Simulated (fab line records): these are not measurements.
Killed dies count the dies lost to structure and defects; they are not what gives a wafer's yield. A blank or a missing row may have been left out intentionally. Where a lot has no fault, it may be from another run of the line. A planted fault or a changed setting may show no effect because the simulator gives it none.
One fault seen from 2 desks ; flow n5-finfet ; only its own numbers are on each desk; what lay behind them is given at the end

== METROLOGY DESK ==
What the gauges read, lot by lot, whatever tool the lot ran on: means of the sampled wafers that have a number. The brackets show how far a lot's mean lies from the usual mean; more than 4 standard deviations puts the lot out of limits, marked OUT. 7 of its 10 readings are shown, namely those furthest out on some lot.
Columns: A = DIBL_N at N5_BEOL_M4_RC_MEAS_101, usual 36.6 mV/V; B = DIBL_P at N5_BEOL_M4_RC_MEAS_101, usual 36.3 mV/V; C = IOFF_N at N5_BEOL_M4_RC_MEAS_101, usual 0.16 nA/um; D = ION_P at N5_BEOL_M4_RC_MEAS_101, usual 460 uA/um; E = SS_N at N5_BEOL_M4_RC_MEAS_101, usual 71.8 mV/dec; F = SS_P at N5_BEOL_M4_RC_MEAS_101, usual 73.3 mV/dec; G = VT_N at N5_BEOL_M4_RC_MEAS_101, usual 250 mV
lot;first seen here;A;B;C;D;E;F;G
L852;day 8 11:43;36.9;37.9;0.20;460;72.4;74.4;246
L853;day 8 13:08;35.5;34.3;0.15;458;71.8;73.2;250
L854;day 8 17:33;35.9;35.4;0.15;454;71.5;72.9;251
L858;day 9 17:07;35.9;36.3;0.16;460;72.0;73.2;249
L859;day 10 02:48;34.1;34.8;0.13;462;70.9;72.7;251
L860;day 10 07:31;35.1;34.6;0.16;469;71.3;72.9;250
L867;day 12 08:22;33.3;33.5;0.14;467;71.1;73.3;251
L868;day 12 11:01;35.4;36.2;0.15;460;71.9;72.7;249
L870;day 12 19:21;36.6;36.6;0.16;457;71.7;73.2;251
L873;day 13 12:16;36.2;35.9;0.16;469;71.3;73.6;249
This desk found nothing out of limits on any of the 10 lots.

== AT THE TOOL OWNER'S DESK: rie-diel-05 ==
The tool's own readings at N5_BEOL_M0_SAQP_HM_OPEN_112 (chemistry CHF3/O2, target SiO2, stops on a-Si, target depth 12 nm, time 13.5 s): means of the sampled wafers that have a number, for each lot that ran on this tool. The brackets show how far a lot's mean lies from the usual mean; more than 4 standard deviations puts the lot out of limits, marked OUT.
Columns: A = drypump-motor-current-A at N5_BEOL_M0_SAQP_HM_OPEN_112, usual 5.73 A; B = oes-product-au at N5_BEOL_M0_SAQP_HM_OPEN_112, usual 0.51 a.u.; C = rf-vpp-V at N5_BEOL_M0_SAQP_HM_OPEN_112, usual 526 V; D = showerhead-plenum-p-Torr at N5_BEOL_M0_SAQP_HM_OPEN_112, usual 2.41 Torr; E = throttle-valve-pct at N5_BEOL_M0_SAQP_HM_OPEN_112, usual 18.88 %
lot;first seen here;A;B;C;D;E
L852;day 6 04:37;5.84;0.50;525;2.35;19.02
L854;day 6 15:12;5.81;0.50;525;2.35;18.85
L858;day 7 13:38;5.79;0.48;536;2.47;18.66
L859;day 7 20:29;5.81;0.42;525;2.34;18.84
L860;day 8 00:19;5.72;0.44;526;2.39;18.73
L870;day 10 11:25;5.91;0.51;534;2.42;18.86
This desk found nothing out of limits on any of the 6 lots.

== PUT TOGETHER ==
At the metrology desk, nothing out of limits was observed.
The tool owner's desk saw nothing out of limits.

== WHAT WAS PUT IN BY THE SIMULATOR ==
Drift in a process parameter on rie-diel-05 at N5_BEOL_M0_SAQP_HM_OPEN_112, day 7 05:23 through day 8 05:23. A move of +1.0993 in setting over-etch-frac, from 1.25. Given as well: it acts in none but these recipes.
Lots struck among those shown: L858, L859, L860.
